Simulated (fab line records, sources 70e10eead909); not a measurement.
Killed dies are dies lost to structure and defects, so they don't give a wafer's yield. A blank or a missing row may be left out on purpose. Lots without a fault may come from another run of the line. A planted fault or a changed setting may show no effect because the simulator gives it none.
Problem report in the 8D (eight disciplines) form, filled by code | flow nand_harc | the parts of the form that need people (team, actions taken, sign-off) are left out

1. THE PROBLEM
cd_nm at NHARC_A_CHANNEL_HOLE_D1_CD_MEAS_30 reads a mean of 0.7 nm on 9 wafers of 3 lots; wafers without a fault read 90.1 nm with a standard deviation of 1.3. That is -69 standard deviations from the usual mean.
First seen on wafer L291.1, day 10 19:00, on cd_sem-03. The record holds 27 wafers of 9 lots with a number at this step. Rule for "out", or "out of limits": more than 4 standard deviations from the usual mean. The other wafers with a number count as sound.

2. WHAT IT IS AND WHAT IT IS NOT
question                    | is                     | is not
which readings at this step | cd_nm                  | -
which lots                  | L291, L292, L293       | L284, L288, L301, L302, L303, L304
which wafers of those lots  | all that have a number | -
read on which gauges        | cd_sem-01, cd_sem-03   | cd_sem-02
when                        | from day 10 19:00      | up to then (6 sound wafers); but 12 sound wafers of L301, L302, L303, L304 came after

3. SUSPECTS, AND WHAT RULES EACH OUT
Counting: a tool at a process step up to the reading stays a suspect if it ran every lot that is out and no sound lot after the first of them.
- the gauge at NHARC_A_CHANNEL_HOLE_D1_CD_MEAS_30: ruled out. The wafers that are out were read on 2 gauges (cd_sem-01, cd_sem-03).
- har_etch-01 at NHARC_A_CHANNEL_HOLE_D1_ETCH_20 (etches the open film in C4F8/O2/Ar, time 361.9 s, target depth 1600 nm): ruled out as a lasting fault. Sound lots L303 ran on it after its first lot that is out, L291 (day 10 13:35).
- har_etch-01 at NHARC_A_CHANNEL_HOLE_D1_ETCH_21 (etches the open film in C4F8/O2/Ar, time 514.3 s, target depth 1600 nm): ruled out as a lasting fault. Sound lots L303 ran on it after its first lot that is out, L291 (day 10 13:54).
- har_etch-01 at NHARC_A_CHANNEL_HOLE_D1_ETCH_23 (etches the open film in C4F8/O2/Ar, time 819 s, target depth 1600 nm): ruled out as a lasting fault. Sound lots L303 ran on it after its first lot that is out, L291 (day 10 14:55).
Left after counting: nothing in the record.

4. THE CAUSE (what the simulator had put in)
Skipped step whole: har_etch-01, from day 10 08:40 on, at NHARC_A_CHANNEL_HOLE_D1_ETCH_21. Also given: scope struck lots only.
Counting ruled it out, wrongly: the rule takes a fault to strike every lot that its tool runs from its start on, and this one did not.

5. THE CHAIN OF EFFECTS, in route order
Each row: a reading whose mean over the struck wafers that have a number lies more than 3 standard deviations from the usual. Only readings for which the record gives a usual standard deviation are gone through. hours: the time from each lot's start at the first step in this table that gives one to its start at this step, as a median over the lots. sigmas: the change in usual standard deviations.
hours | step                               | reading         | usual   | on struck wafers | change | sigmas
0     | NHARC_A_CHANNEL_HOLE_D1_CD_MEAS_30 | cd_nm           | 90.1 nm | 0.7              | -89.4  | -69
0     | NHARC_A_CHANNEL_HOLE_D1_XSEM_31    | bot_cd_nm       | 74.8 nm | 1.2              | -73.6  | -53
0     | NHARC_A_CHANNEL_HOLE_D1_XSEM_31    | bow_nm          | 8.7 nm  | 0.6              | -8.1   | -27
254   | NHARC_END_SORT_01                  | killed_at_array | 25      | 672              | +647   | +70
254   | NHARC_END_SORT_01                  | killed_dies     | 29      | 677              | +648   | +68
The process steps in it:
- NHARC_A_CHANNEL_HOLE_D1_XSEM_31
Readings that are blank on the struck wafers while sound wafers have them: c4f8_flow_sccm at NHARC_A_CHANNEL_HOLE_D1_ETCH_21; chamber_pressure_mTorr at NHARC_A_CHANNEL_HOLE_D1_ETCH_21; drypump_motor_current_A at NHARC_A_CHANNEL_HOLE_D1_ETCH_21; mfc_ar_sccm at NHARC_A_CHANNEL_HOLE_D1_ETCH_21; showerhead_plenum_p_Torr at NHARC_A_CHANNEL_HOLE_D1_ETCH_21; throttle_valve_pct at NHARC_A_CHANNEL_HOLE_D1_ETCH_21.

6. WHAT WOULD HAVE CAUGHT IT SOONER
In this record the first reading out of limits at a measuring or inspecting step was taken at day 10 19:00, 10 hours after the fault began at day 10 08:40.
At NHARC_A_CHANNEL_HOLE_D1_ETCH_21 the tool's readings are blank on the struck wafers, where sound wafers have them: an empty tool record is the first sign, and it was there at once.
